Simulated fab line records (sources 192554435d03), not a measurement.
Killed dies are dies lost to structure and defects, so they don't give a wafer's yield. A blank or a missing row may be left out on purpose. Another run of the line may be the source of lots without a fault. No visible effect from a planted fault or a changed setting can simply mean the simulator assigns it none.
A struck lot beside a sound one :: flow n5Finfet :: 37 steps out of a route of 1938
Sound: these wafers, L833.1, L833.4, L833.5. Struck: wafers L843.2, L843.5, L843.6. Last of all comes the cause.
Order at every step that has rows: each side's tool, ch and its chambers, its first start. Under that, the readings that differ: sound wafers :: struck wafers :: difference of the means :: sigmas: that difference in standard deviations of wafers without a fault.
alike: readings whose means differ by less than 2 such deviations, and words and numbers that are the same on both sides. not compared: withheld readings, readings that some wafer has no value for, bounds like >300 that may hide the same value, and numbers for which the record gives no deviation and whose values overlap.
The two part at a step that has a row with sigmas, a row that says differs or no value, or rows on one side only. When numbers do not overlap yet have no deviation, they are printed without sigmas and do not part them. A reading missing from all wafers of one side parts the sides only when that side holds two or more wafers.

first, 9 steps without rows for these wafers: N5_BEOL_M4_ANNEAL_95 (time 240 s); N5_BEOL_M4_SPUTTER_96 (material Cu, target thk 4.5 nm, time 8.29 s); N5_BEOL_M4_ECD_50 (material Cu, target thk 300 nm); N5_BEOL_M4_ANNEAL_51 (time 90 s); N5_BEOL_M4_CMP_52 (polishes, stops on SiOC, t overpolish 6.8 s, target thk 40 nm); N5_BEOL_M4_PRE_CLEAN_60 (time 15 s); N5_BEOL_M4_CO_CAP_55 (material Co, precursor CCTBA/H2, target thk 2 nm, time 102.1 s); N5_BEOL_M4_PRE_CLEAN_56 (time 15 s); N5_BEOL_M4_DEP_57 (deposits SiCN from 3MS/NH3, target thk 8 nm, time 14 s).
N5_BEOL_M4_RC_MEAS_101:
  sound on prober-02 ch 0, day 9 14:47; struck on prober-01 ch 0, day 11 20:02
  alike: DIBL_N, DIBL_P, IOFF_N, IOFF_P, ION_N, ION_P, SS_N, SS_P, VT_N, VT_P
then, 24 steps without rows for these wafers: N5_BEOL_M5_ILD_DEP_00 (deposits SiCOH lowk from DEMS/porogen, target thk 140.64 nm, time 25.9 s); N5_BEOL_M5_CURE_79 (cures SiCOH lowk, time 240 s); N5_BEOL_M5_PECVD_70 (deposits SiO2 from TEOS/O2, target thk 16 nm, time 18 s); N5_BEOL_M5_HM_DEP_02 (deposits TiN, target thk 20 nm); N5_BEOL_M5_COAT_59 (time 60 s, resist thk 60 nm); N5_BEOL_M5_COAT_60 (time 60 s, resist thk 12 nm); N5_BEOL_M5_COAT_71 (time 60 s, resist thk 5 nm); N5_BEOL_M5_COAT_05 (resist thk 30 nm); N5_BEOL_M5_EBR_07; N5_BEOL_M5_SOFTBAKE_06 (time 60 s); N5_BEOL_M5_EXPOSE_08 (exposes mask M5, target cd 28 nm); N5_BEOL_M5_PEB_09 (peb time 60 s); N5_BEOL_M5_DEVELOP_10 (develop time 30 s); N5_BEOL_M5_DESCUM_16 (chemistry O2, time 7 s); N5_BEOL_M5_ETCH_72 (etches underlayer in N2/H2, target depth 6.5 nm, time 5.2 s); N5_BEOL_M5_ETCH_61 (etches SiARC in CF4, target depth 15.6 nm, time 26 s); N5_BEOL_M5_ETCH_62 (etches SOC in N2/H2, target depth 75 nm, overetch 15 nm, time 112.5 s); N5_BEOL_M5_STRIP_63 (strips in N2/H2); N5_BEOL_M5_STRIP_73 (strips in N2/H2); N5_BEOL_M5_STRIP_64 (strips in CF4); N5_BEOL_M5_HM_OPEN_17 (chemistry Cl2/BCl3, target TiN, target depth 20 nm, overetch 6 nm); N5_BEOL_M5_STRIP_19 (strips in O2); N5_BEOL_M5_COAT_65 (time 60 s, resist thk 60 nm); N5_BEOL_M5_COAT_66 (time 60 s, resist thk 12 nm).
-- a jump in the record: the struck wafers' starts before and after are 2 days apart (it breaks off in module BEOL_M5 and resumes in module BEOL_M10, where the first step shown is number 1527 of the route) --
N5_BEOL_M10_SPUTTER_48: material Cu, target thk 12 nm, time 2 s.
  sound on pvdSputter-03 at day 11 23:50; struck on pvdSputter-03 at day 13 23:42
  no value came back on the struck wafers for any of 5 readings (biasV (V), cathodeDcPowerW (W) and others); on the sound wafers biasV (V) reads 60.5 60.1 59.2
N5_BEOL_M10_CMP_52: polishes, stops on SiCOH lowk, t overpolish 7 s, target thk 140 nm.
  sound on cmp-03 ch 0,1,3, day 12 00:34; struck on cmp-03 ch 0,1,2, day 14 00:49
reading: timeToEndpointS (s)
sound: 69 66 65
struck: 0 4 0
difference: -65
sigmas: -17
  alike: motorCurrentA
N5_PASSIVATION_PROBE_49:
  only the struck wafers here have rows in the record (prober-02, day 15 21:33); the sound ones have none

## WHERE THEY PART
First at N5_BEOL_M10_SPUTTER_48; last, within this record, at N5_PASSIVATION_PROBE_49.

WHY: whatever the simulator had introduced
Whole step skipped at N5_BEOL_M10_SPUTTER_48 on pvdSputter-03, starting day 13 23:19. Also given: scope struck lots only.
